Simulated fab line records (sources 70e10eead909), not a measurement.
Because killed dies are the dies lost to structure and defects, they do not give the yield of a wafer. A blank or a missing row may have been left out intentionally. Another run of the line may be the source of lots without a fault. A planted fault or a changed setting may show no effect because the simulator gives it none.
fab line records ; flow nand_harc
record: lots: 14; wafers: 42; last_day: 33
route steps=1302 shown A_ONON_D1@433 A_CHANNEL_HOLE_D1@450 END@1302
lots that met no fault: taken from a fault-free run of the same line
start_h: hours from the record's first day to the start of the lot's first wafer shown ; wait_h: hours since the lot's step before ; " same as the row above ; L1.1+2: a single row standing in for several wafers ; - value missing, or start not given ; * or withheld: withheld ; < > ~ a bound
route shown NAME@n: names a module that has steps shown in the file, with the first one's number in the route ; usual: mean and standard deviation over wafers with no fault ; same: alike in all rows ; chamber/n: place in a boat ; sites: readings site by site ; _std_site: their standard deviation ; _edge_site: outer sites' mean less inner sites' ; radius_mm: for every site, how far away it sits from the centre of the wafer ; mask NAME#n: copy n ; behind: the last tool/chamber to shape the wafer ; hold: reason for holding the lot/hours on hold/outcome of the hold ; device: names the non-switching transistor (n, p or np) ; end of line: at the end of the route, the tests of the same wafers ; a step given without rows: its recipe and nothing more ; killed: the dies lost at the first sort to structure and to defects; this is not the yield of the wafer ; map: shows each die of a wafer: x if killed, . if not, _ if none is there
set.NAME: the run value of the setting; set.NAME@STEP: its run value at that earlier step ; model.NAME: the simulator's own value behind a step, which no gauge read
steps of the route over a sample of lots; a table a step, a row a wafer
services: a tool's chamber out of use, with start hour (start_h, from the record's first day; less than 0 if before it), hours out, and reason
== steps ==
step: NHARC_A_ONON_D1_THK_MEAS_14
recipe: thk_meas_gauge: ellipsometry
usual: thk_nm: 1000/9.3
lot.wafer;tool;chamber;start_h;wait_h;thk_nm
L897.3;film_metro-01;-;172.24;-;993
L897.5;film_metro-01;-;172.24;-;994
L897.6;film_metro-01;-;172.24;-;995
L898.2;film_metro-02;-;172.54;-;1004
L898.3;film_metro-02;-;172.54;-;1004
L898.6;film_metro-02;-;172.54;-;1004
L900.1;film_metro-01;-;191.86;-;1017
L900.3;film_metro-01;-;191.86;-;1016
L900.6;film_metro-01;-;191.86;-;1017
L909.2;film_metro-02;-;279.68;-;1000
L909.3;film_metro-02;-;279.68;-;998
L909.5;film_metro-02;-;279.68;-;999
L911.1;film_metro-01;-;308.66;-;995
L911.2;film_metro-01;-;308.66;-;994
L911.6;film_metro-01;-;308.66;-;995
L912.2;film_metro-02;-;320.05;-;1006
L912.5;film_metro-02;-;320.05;-;1007
L912.6;film_metro-02;-;320.05;-;1007
L913.2;film_metro-02;-;327.81;-;997
L913.5;film_metro-02;-;327.81;-;997
L913.6;film_metro-02;-;327.81;-;997
L914.1;film_metro-02;-;334.30;-;1008
L914.5;film_metro-02;-;334.30;-;1009
L914.6;film_metro-02;-;334.30;-;1007
L915.2;film_metro-01;-;344.09;-;997
L915.3;film_metro-01;-;344.09;-;998
L915.4;film_metro-01;-;344.09;-;998
L916.1;film_metro-02;-;355.06;-;994
L916.4;film_metro-02;-;355.06;-;991
L916.6;film_metro-02;-;355.06;-;994
L917.2;film_metro-02;-;364.50;-;977
L917.3;film_metro-02;-;364.50;-;972
L917.6;film_metro-02;-;364.50;-;974
L918.1;film_metro-02;-;372.09;-;1010
L918.2;film_metro-02;-;372.09;-;1010
L918.4;film_metro-02;-;372.09;-;1011
L919.1;film_metro-01;-;384.62;-;1011
L919.2;film_metro-01;-;384.62;-;1013
L919.6;film_metro-01;-;384.62;-;1011
L920.1;film_metro-01;-;393.73;-;999
L920.2;film_metro-01;-;393.73;-;997
L920.5;film_metro-01;-;393.73;-;999
step: NHARC_A_ONON_D1_THK_MEAS_21
recipe: thk_meas_gauge: ellipsometry
usual: thk_nm: 1000/8.5
lot.wafer;tool;chamber;start_h;wait_h;thk_nm
L898.2;film_metro-02;-;180.59;-;1002
L898.3;film_metro-02;-;180.59;-;1003
L898.6;film_metro-02;-;180.59;-;1002
L897.3;film_metro-02;-;180.60;-;998
L897.5;film_metro-02;-;180.60;-;999
L897.6;film_metro-02;-;180.60;-;998
L900.1;film_metro-02;-;200.49;-;1006
L900.3;film_metro-02;-;200.49;-;1005
L900.6;film_metro-02;-;200.49;-;1004
L909.2;film_metro-01;-;288.06;-;1004
L909.3;film_metro-01;-;288.06;-;1003
L909.5;film_metro-01;-;288.06;-;1002
L911.1;film_metro-02;-;321.82;-;1002
L911.2;film_metro-02;-;321.82;-;1004
L911.6;film_metro-02;-;321.82;-;1002
L912.2;film_metro-01;-;329.02;-;1002
L912.5;film_metro-01;-;329.02;-;1003
L912.6;film_metro-01;-;329.02;-;1003
L913.2;film_metro-02;-;336.19;-;1005
L913.5;film_metro-02;-;336.19;-;1004
L913.6;film_metro-02;-;336.19;-;1005
L914.1;film_metro-02;-;342.61;-;1011
L914.5;film_metro-02;-;342.61;-;1010
L914.6;film_metro-02;-;342.61;-;1010
L915.2;film_metro-01;-;354.17;-;1001
L915.3;film_metro-01;-;354.17;-;1002
L915.4;film_metro-01;-;354.17;-;1002
L916.1;film_metro-02;-;366.49;-;991
L916.4;film_metro-02;-;366.49;-;992
L916.6;film_metro-02;-;366.49;-;991
L917.2;film_metro-02;-;373.11;-;979
L917.3;film_metro-02;-;373.11;-;980
L917.6;film_metro-02;-;373.11;-;981
L918.1;film_metro-01;-;383.01;-;1009
L918.2;film_metro-01;-;383.01;-;1009
L918.4;film_metro-01;-;383.01;-;1008
L919.1;film_metro-01;-;392.73;-;1005
L919.2;film_metro-01;-;392.73;-;1004
L919.6;film_metro-01;-;392.73;-;1004
L920.1;film_metro-02;-;402.10;-;999
L920.2;film_metro-02;-;402.10;-;998
L920.5;film_metro-02;-;402.10;-;998
step: NHARC_A_CHANNEL_HOLE_D1_DEP_00
recipe: target_thk_a: 31000; temp_c: 400; material: aC
usual: throttle_valve_pct: 35.001/0.0084
lot.wafer;tool;chamber;start_h;wait_h;throttle_valve_pct
L898.2;acl_dep-02;0;183.48;0.5;35.010
L898.3;acl_dep-02;0;183.48;0.5;34.984
L898.6;acl_dep-02;0;183.48;0.5;35.002
L897.3;acl_dep-03;0;183.54;0.7;34.999
L897.5;acl_dep-03;0;183.54;0.7;34.991
L897.6;acl_dep-03;0;183.54;0.7;34.998
L900.1;acl_dep-02;0;208.00;5.3;34.990
L900.3;acl_dep-02;0;208.00;5.3;35.012
L900.6;acl_dep-02;0;208.00;5.3;35.002
L900.1;acl_dep-02;0;211.71;3.4;35.001
L900.3;acl_dep-02;0;211.71;3.4;35.005
L900.6;acl_dep-02;0;211.71;3.4;35.010
L909.2;acl_dep-02;0;292.39;2.1;35.009
L909.3;acl_dep-02;0;292.39;2.1;34.988
L909.5;acl_dep-02;0;292.39;2.1;34.984
L909.2;acl_dep-02;0;294.94;2.2;34.998
L909.3;acl_dep-02;0;294.94;2.2;35.019
L909.5;acl_dep-02;0;294.94;2.2;35.001
L911.1;acl_dep-02;0;326.95;2.8;34.998
L911.2;acl_dep-02;0;326.95;2.8;34.994
L911.6;acl_dep-02;0;328.53;4.4;35.009
L912.2;acl_dep-03;0;334.38;3.1;34.990
L912.5;acl_dep-03;0;334.38;3.1;34.993
L912.6;acl_dep-03;0;334.38;3.1;35.013
L913.2;acl_dep-02;0;341.86;3.4;35.006
L913.5;acl_dep-02;0;341.86;3.4;34.991
L913.6;acl_dep-02;0;341.86;3.4;34.997
L914.1;acl_dep-02;0;345.94;1.1;35.006
L914.5;acl_dep-02;0;347.21;2.3;34.982
L914.6;acl_dep-02;0;347.21;2.3;34.997
L915.2;acl_dep-02;0;356.78;0.4;35.006
L915.3;acl_dep-02;0;356.78;0.4;34.997
L915.4;acl_dep-02;0;356.78;0.4;35.001
L916.1;acl_dep-01;0;368.81;0.1;34.989
L916.4;acl_dep-01;0;368.81;0.1;35.010
L916.6;acl_dep-01;0;368.81;0.1;35.019
L917.2;acl_dep-03;0;380.62;5.3;34.993
L917.3;acl_dep-03;0;380.62;5.3;35.008
L917.6;acl_dep-03;0;380.62;5.3;34.991
L918.1;acl_dep-03;0;393.29;8.0;35.005
L918.2;acl_dep-03;0;393.29;8.0;35.010
L918.4;acl_dep-03;0;393.29;8.0;35.008
L919.1;acl_dep-02;0;395.93;0.9;35.006
L919.2;acl_dep-02;0;395.93;0.9;35.008
L919.6;acl_dep-02;0;397.51;2.5;35.003
L920.1;acl_dep-02;0;404.45;0.1;35.008
L920.2;acl_dep-02;0;404.45;0.1;35.002
L920.5;acl_dep-02;0;404.45;0.1;35.003
step: NHARC_A_CHANNEL_HOLE_D1_DEP_01
recipe: target_thk_a: 1400; target_thk_nm: 140; temp_c: 400; pressure_torr: 3.5; flow_sccm: 200; rf_w: 350; material: SiON
usual: heater_power_w: 730/82; showerhead_vpp_V: 1139/36
lot.wafer;tool;chamber;start_h;wait_h;heater_power_w;showerhead_vpp_V
L897.3;pecvd-04;2;184.82;1.0;797;1136
L897.6;pecvd-04;0;184.82;1.0;645;1074
L897.5;pecvd-04;1;184.82;1.0;719;1134
L898.3;pecvd-01;0;185.08;1.0;840;1071
L898.2;pecvd-01;1;185.08;1.0;759;1162
L898.6;pecvd-01;0;185.08;1.0;692;1109
L900.1;pecvd-03;1;213.80;1.8;590;1213
L900.3;pecvd-03;0;213.80;1.8;865;1155
L900.6;pecvd-03;2;213.80;1.8;700;1157
L909.3;pecvd-01;2;296.71;1.1;867;1116
L909.2;pecvd-01;1;296.71;1.1;698;1158
L909.5;pecvd-01;1;296.71;1.1;737;1181
L911.1;pecvd-04;1;328.90;1.6;718;1117
L911.2;pecvd-04;2;328.90;1.6;794;1162
L911.6;pecvd-04;2;328.90;1.6;794;1127
L912.2;pecvd-04;2;335.97;1.3;793;1148
L912.6;pecvd-04;2;335.97;1.3;644;1155
L912.5;pecvd-04;1;335.97;1.3;706;1137
L913.2;pecvd-01;0;343.48;1.3;806;1095
L913.5;pecvd-01;0;343.48;1.3;796;1091
L913.6;pecvd-01;1;343.48;1.3;709;1172
L914.1;pecvd-01;0;347.87;1.6;798;1086
L914.6;pecvd-01;1;347.87;1.6;783;1190
L914.5;pecvd-01;2;347.87;1.6;862;1137
L915.3;pecvd-01;0;358.40;1.0;690;1096
L915.2;pecvd-01;1;358.40;1.0;851;1185
L915.4;pecvd-01;2;358.40;1.0;828;1137
L916.1;pecvd-04;0;370.73;1.6;702;1090
L916.6;pecvd-04;1;370.73;1.6;615;1142
L916.4;pecvd-04;2;370.73;1.6;797;1146
L917.3;pecvd-03;1;382.21;1.0;653;1215
L917.2;pecvd-03;0;382.21;1.0;748;1142
L917.6;pecvd-03;2;382.21;1.0;754;1160
L918.2;pecvd-04;1;395.26;1.3;654;1118
L918.1;pecvd-04;0;395.26;1.3;733;1078
L918.4;pecvd-04;0;395.26;1.3;710;1106
L919.2;pecvd-04;0;397.85;1.3;620;1093
L919.1;pecvd-04;1;397.85;1.3;639;1118
L919.6;pecvd-04;0;397.85;1.3;628;1106
L920.2;pecvd-04;2;406.43;1.3;722;1145
L920.1;pecvd-04;0;406.43;1.3;731;1074
L920.5;pecvd-04;0;406.43;1.3;749;1089
step: NHARC_END_SORT_01
recipe: temp_c: 25
usual: killed_at_array: 46/16; killed_at_other: 0.9/1.3; killed_at_periphery: 4.1/3; killed_dies: 51/17; killed_open: 3.5/1.8; killed_short: 2.5/1.8
same: gross_dies: 677
lot.wafer;tool;chamber;start_h;wait_h;killed_at_array;killed_at_other;killed_at_periphery;killed_dies;killed_open;killed_short
L900.1;prober-01;0;580.01;2.5;670;0;7;677;4;0
L900.3;prober-01;0;581.62;3.1;668;2;7;677;8;3
L900.6;prober-01;0;584.03;4.0;675;2;0;677;4;1
L909.2;prober-01;0;690.68;2.8;668;1;8;677;3;1
L909.3;prober-01;0;691.47;3.1;671;2;4;677;5;1
L909.5;prober-01;0;693.07;3.7;669;0;8;677;1;0
L911.1;prober-02;0;705.65;2.5;61;0;1;62;3;2
L911.2;prober-02;0;706.47;2.8;42;0;7;49;6;3
L911.6;prober-02;0;709.72;4.1;52;1;6;59;2;2
L914.6;prober-01;0;746.12;3.9;37;0;5;42;3;2
killed by level:class
L900.1 A_CHANNEL_HOLE_D1:area_dep=625 A_SLIT:chamber_film_flake=27 A_CHANNEL_HOLE_D2:chamber_film_flake=7 P_CONTACT:chamber_film_flake=3 A_CHANNEL_HOLE_D1:chamber_film_flake=3 A_STAIRCASE:chamber_film_flake=3 A_CONTACT:chamber_film_flake=3 P_M0:geometric_particle:open=2
L900.3 A_CHANNEL_HOLE_D1:area_dep=634 A_SLIT:chamber_film_flake=13 A_CHANNEL_HOLE_D2:chamber_film_flake=6 P_CONTACT:chamber_film_flake=4 P_CONTACT:geometric_particle:open=2 A_DECK1_JOINT:geometric_particle:open=2 A_CONTACT:chamber_film_flake=2 THIN_TSV:chamber_film_flake=2
L900.6 A_CHANNEL_HOLE_D1:area_dep=632 A_SLIT:chamber_film_flake=18 A_CHANNEL_HOLE_D2:chamber_film_flake=12 A_STAIRCASE:chamber_film_flake=4 A_CHANNEL_HOLE_D1:chamber_film_flake=2 THIN_TSV:chamber_film_flake=2 A_DECK1_JOINT:geometric_particle:open=1 A_STAIRCASE:geometric_particle:open=1
L909.2 A_CHANNEL_HOLE_D1:area_dep=640 A_CHANNEL_HOLE_D2:chamber_film_flake=15 P_M1:chamber_film_flake=7 A_CHANNEL_HOLE_D1:chamber_film_flake=4 A_CONTACT:chamber_film_flake=3 A_M0:geometric_particle:open=2 A_M1:chamber_film_flake=2 P_M0:geometric_particle:open=1
L909.3 A_CHANNEL_HOLE_D1:area_dep=638 A_CHANNEL_HOLE_D2:chamber_film_flake=16 A_CHANNEL_HOLE_D1:chamber_film_flake=6 A_WL_FILL:chamber_film_flake=2 A_M1:chamber_film_flake=2 P_M0:geometric_particle:open=1 P_M1:geometric_particle:open=1 A_CHANNEL_FILL_D1:geometric_particle:short=1
L909.5 A_CHANNEL_HOLE_D1:area_dep=634 A_CHANNEL_HOLE_D2:chamber_film_flake=17 A_CHANNEL_HOLE_D1:chamber_film_flake=9 P_M1:chamber_film_flake=7 A_WL_FILL:chamber_film_flake=5 A_M1:chamber_film_flake=3 A_M0:geometric_particle:open=1 P_ZERO_WELL:chamber_film_flake=1
L911.1 A_SLIT:chamber_film_flake=33 A_CHANNEL_HOLE_D1:chamber_film_flake=8 A_CONTACT:chamber_film_flake=4 A_BLC:chamber_film_flake=4 A_ZERO_WELL:chamber_film_flake=2 A_STAIRCASE:chamber_film_flake=2 A_WL_FILL:chamber_film_flake=2 A_ONON_D1:geometric_particle:open=1
L911.2 A_SLIT:chamber_film_flake=17 A_CHANNEL_HOLE_D1:chamber_film_flake=11 A_CONTACT:chamber_film_flake=5 P_GATE:geometric_particle:open=2 P_BONDPAD:chamber_film_flake=2 A_ZERO_WELL:chamber_film_flake=2 A_CHANNEL_FILL_D1:chamber_film_flake=2 P_GATE:geometric_particle:short=1
L911.6 A_SLIT:chamber_film_flake=25 A_CHANNEL_HOLE_D1:chamber_film_flake=9 A_CONTACT:chamber_film_flake=6 A_STAIRCASE:chamber_film_flake=4 P_ZERO_WELL:chamber_film_flake=2 P_BONDPAD:chamber_film_flake=2 A_CHANNEL_FILL_D1:chamber_film_flake=2 P_M0:geometric_particle:open=1
L914.6 A_CHANNEL_HOLE_D1:chamber_film_flake=11 A_STAIRCASE:chamber_film_flake=8 A_SLIT:chamber_film_flake=7 P_GATE:chamber_film_flake=3 A_CHANNEL_HOLE_D2:chamber_film_flake=3 A_CONTACT:chamber_film_flake=3 P_M1:geometric_particle:open=1 A_SOURCE_PLATE:geometric_particle:short=1
== services ==
tool;chamber;start_h;hours;kind
pecvd-03;-;185.47;13.0;pm
acl_dep-01;-;191.19;13.0;pm
acl_dep-02;-;243.61;13.0;pm
pecvd-01;1;263.91;3.4;repair
pecvd-04;-;269.03;13.0;pm
pecvd-04;0;269.03;13.0;vent_cycle
pecvd-04;1;269.03;13.0;vent_cycle
pecvd-04;2;269.03;13.0;vent_cycle
pecvd-01;-;271.90;1.0;repair
pecvd-01;-;276.31;2.0;repair
pecvd-04;0;282.03;-;clean
pecvd-04;1;282.03;-;clean
pecvd-04;2;282.03;-;clean
acl_dep-03;-;300.13;13.0;pm
pecvd-01;-;311.18;13.0;pm
pecvd-01;0;311.18;13.0;vent_cycle
pecvd-01;1;311.18;13.0;vent_cycle
pecvd-01;2;311.18;13.0;vent_cycle
pecvd-01;-;344.86;1.8;repair
pecvd-03;-;354.80;0.8;repair
pecvd-03;-;366.47;13.0;pm
acl_dep-01;-;375.61;13.0;pm
pecvd-04;1;386.52;5.9;repair
pecvd-03;0;387.86;3.3;repair
== key ==
first_sign: step: NHARC_A_CHANNEL_HOLE_D1_DEP_00; reading: visit; direction: added
effect: step: NHARC_END_SORT_01; reading: killed_at_array; direction: up; sigmas: 38; usual: 46; struck: 670
more_kills_born_at: NHARC_A_CHANNEL_HOLE_D1_DEP_00@acl_dep-02: 3803
met_at NHARC_A_CHANNEL_HOLE_D1_DEP_00
struck_lots L900,L909
later_rows_left_out L900.1,L900.3,L900.6,L909.2,L909.3,L909.5
tester_left_out L900,L909
not_acting_at NHARC_A_ONON_D1_THK_MEAS_14,NHARC_A_ONON_D1_THK_MEAS_21,NHARC_A_CHANNEL_HOLE_D1_DEP_01
fault: kind: repeated_step_whole; tool: acl_dep-01,acl_dep-02,acl_dep-03; chamber: -; onset_h: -; steps: NHARC_A_CHANNEL_HOLE_D1_DEP_00; times: 1; scope: struck_lots_only
tester_left_out: of these lots the tester's yield and bins aren't shown, on N5 and GAA mostly nor the transistor test; their killed dies are dies lost to structure and defects alone, not to doping, threshold or leakage, so they don't give the yield
later_rows_left_out: the simulator's readings of these wafers behind a module that went badly wrong aren't trusted and aren't shown, but for the sort
